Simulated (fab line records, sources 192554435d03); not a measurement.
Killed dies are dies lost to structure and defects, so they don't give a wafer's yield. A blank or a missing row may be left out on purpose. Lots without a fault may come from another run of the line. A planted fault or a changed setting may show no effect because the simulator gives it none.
Chamber matching | flow n5_finfet | N5_BEOL_M5_PECVD_70 on pecvd-03: 3 sister chambers
The step deposits SiO2 from TEOS/O2, target thk 16 nm, time 18 s. 6 wafers are shown with their chamber, then 8 later ones without.

WAFERS WITH THEIR CHAMBER
wafer  | chamber | throttle_valve_pct (%) | showerhead_plenum_p_Torr (Torr)
L114.3 | 1       | 23.8                   | 8.68
L114.5 | 1       | 23.8                   | 8.69
L117.1 | 0       | 23.6                   | 8.89
L117.3 | 2       | 20.0                   | 8.85
L117.6 | 2       | 20.0                   | 8.84
L131.2 | 0       | 23.8                   | 8.88

WAFERS WITHOUT THEIR CHAMBER
wafer  | throttle_valve_pct (%) | showerhead_plenum_p_Torr (Torr)
L131.3 | 20.2                   | 8.83
L131.4 | 24.0                   | 8.88
L130.2 | 23.7                   | 8.68
L130.3 | 20.5                   | 8.84
L130.4 | 23.8                   | 8.70
L133.1 | 23.9                   | 8.90
L133.2 | 20.2                   | 8.84
L133.4 | 23.7                   | 8.66

WHICH CHAMBER EACH WENT THROUGH
wafer  | from the rows above | in truth
L131.3 | 2                   | 2
L131.4 | 0                   | 0
L130.2 | 1                   | 1
L130.3 | 2                   | 2
L130.4 | 1                   | 1
L133.1 | 0                   | 0
L133.2 | 2                   | 2
L133.4 | 1                   | 1
Placed correctly: 8 of 8. Can't be placed from these rows: 0. Placed wrongly: 0.
How it was worked out, from the rows above alone: a wafer's distance from a chamber is the root of the sum, over the readings, of the square of ((its reading less the chamber's mean) divided by the reading's scatter). The wafer belongs to the nearest chamber; if the next one is less than 2 further off, it can't be placed. A chamber's mean is the mean of its shown wafers. The scatter: the root of (the sum of the squares of (reading less its chamber's mean) over the shown wafers, divided by (wafers less chambers)).
